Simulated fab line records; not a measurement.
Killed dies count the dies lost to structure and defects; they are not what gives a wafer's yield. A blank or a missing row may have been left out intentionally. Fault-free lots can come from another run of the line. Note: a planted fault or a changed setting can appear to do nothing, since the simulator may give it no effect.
Chamber matching ; flow n5-finfet ; N5_BEOL_M7_ETCH_61 on rie-diel-04: 4 sister chambers
The step etches SiARC in CF4, target depth 45.5 nm, time 75.8 s. 14 wafers are shown with their chamber, then 7 later ones without.

## WAFERS, EACH WITH ITS CHAMBER
wafer;chamber;showerhead-plenum-p-Torr (Torr);throttle-valve-pct (%);drypump-motor-current-A (A)
L078.1;2;2.11;15.29;5.3
L078.4;3;2.23;15.84;5.2
L078.6;0;2.13;15.64;5.6
L081.2;0;2.13;15.66;5.7
L081.3;1;2.26;15.64;4.9
L081.4;3;2.22;15.87;5.3
L083.2;0;2.13;15.67;5.7
L083.5;1;2.26;15.64;4.9
L083.6;2;2.10;15.35;5.3
L082.4;3;2.22;15.88;5.2
L082.5;3;2.22;15.87;5.2
L082.6;2;2.10;15.32;5.3
L086.4;3;2.22;15.88;5.2
L086.5;2;2.10;15.35;5.3

SIGNATURES (means of the wafers above)
reading;chamber 0;chamber 1;chamber 2;chamber 3;scatter within a chamber
showerhead-plenum-p-Torr;2.1300;2.2600;2.1025;2.2220;0.00394
throttle-valve-pct;15.6567;15.6400;15.3275;15.8680;0.0201
drypump-motor-current-A;5.667;4.900;5.300;5.220;0.0383
Rule: distance of a wafer from a chamber = root of the sum over the readings of ((wafer's reading minus chamber's mean) / reading's scatter) squared. The wafer belongs to the nearest chamber; if the next one is less than 2 further off, it can't be placed. The scatter is the square root of a quotient: the sum, over the shown wafers, of each reading's squared deviation from its chamber's mean, divided by wafers minus chambers.

## WAFERS WITH NO CHAMBER GIVEN
wafer;showerhead-plenum-p-Torr (Torr);throttle-valve-pct (%);drypump-motor-current-A (A)
L086.6;2.22;15.89;5.2
L096.1;2.10;15.37;5.3
L096.2;2.25;15.69;4.9
L096.3;2.21;15.92;5.2
L097.1;2.21;15.93;5.2
L097.2;2.25;15.70;4.9
L097.5;2.10;15.37;5.3

## WHICH CHAMBER EACH WENT THROUGH
wafer;from the rows above;in truth
L086.6;3;3
L096.1;2;2
L096.2;1;1
L096.3;3;3
L097.1;3;3
L097.2;1;1
L097.5;2;2
Correct placement for 7 of the 7. Not placeable from these rows: 0. 0 placed wrongly.
